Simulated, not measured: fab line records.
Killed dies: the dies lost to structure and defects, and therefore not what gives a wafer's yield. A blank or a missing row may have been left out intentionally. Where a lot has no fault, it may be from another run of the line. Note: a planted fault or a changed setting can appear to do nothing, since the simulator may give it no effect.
Chamber matching | flow n5Finfet | N5_BEOL_M5_PRE_CLEAN_77 on cvdCo-02 has 3 sister chambers
The step time 15 s. 6 wafers are shown with their chamber, then 12 later ones without.

## EACH WAFER AND ITS CHAMBER
wafer  | chamber | heaterPowerW (W)
L089.4 | 2       | 68
L093.1 | 0       | 82
L093.4 | 1       | 85
L095.1 | 2       | 69
L095.2 | 0       | 82
L095.3 | 1       | 88

## WAFERS WITHOUT THEIR CHAMBER
wafer  | heaterPowerW (W)
L095.4 | 88
L095.5 | 83
L095.6 | 68
L094.1 | 68
L094.2 | 89
L094.3 | 81
L094.4 | 69
L094.5 | 82
L094.6 | 88
L097.1 | 87
L097.5 | 83
L097.6 | 88

## CHAMBER TAKEN BY EACH
wafer  | from the rows above     | in truth
L095.4 | 1                       | 1
L095.5 | can't be placed: 0 or 1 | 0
L095.6 | 2                       | 2
L094.1 | 2                       | 2
L094.2 | 1                       | 1
L094.3 | 0                       | 0
L094.4 | 2                       | 2
L094.5 | 0                       | 0
L094.6 | 1                       | 1
L097.1 | 1                       | 1
L097.5 | can't be placed: 0 or 1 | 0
L097.6 | 1                       | 1
Correctly placed: 10 of 12. Can't be placed from these rows: 2 (the true chamber is among the candidates in 2). Number placed wrongly: 0.
How it was worked out, from the rows above alone: a wafer's distance from a chamber is the root of the sum, over the readings, of the square of ((its reading less the chamber's mean) divided by the reading's scatter). The wafer belongs to the nearest chamber; if the next one is less than 2 further off, it can't be placed. For every chamber, the mean is computed from those of its wafers that are shown. The scatter: take each reading less its chamber's mean, square it, sum over the shown wafers, divide by the number of wafers less the number of chambers, and take the root.
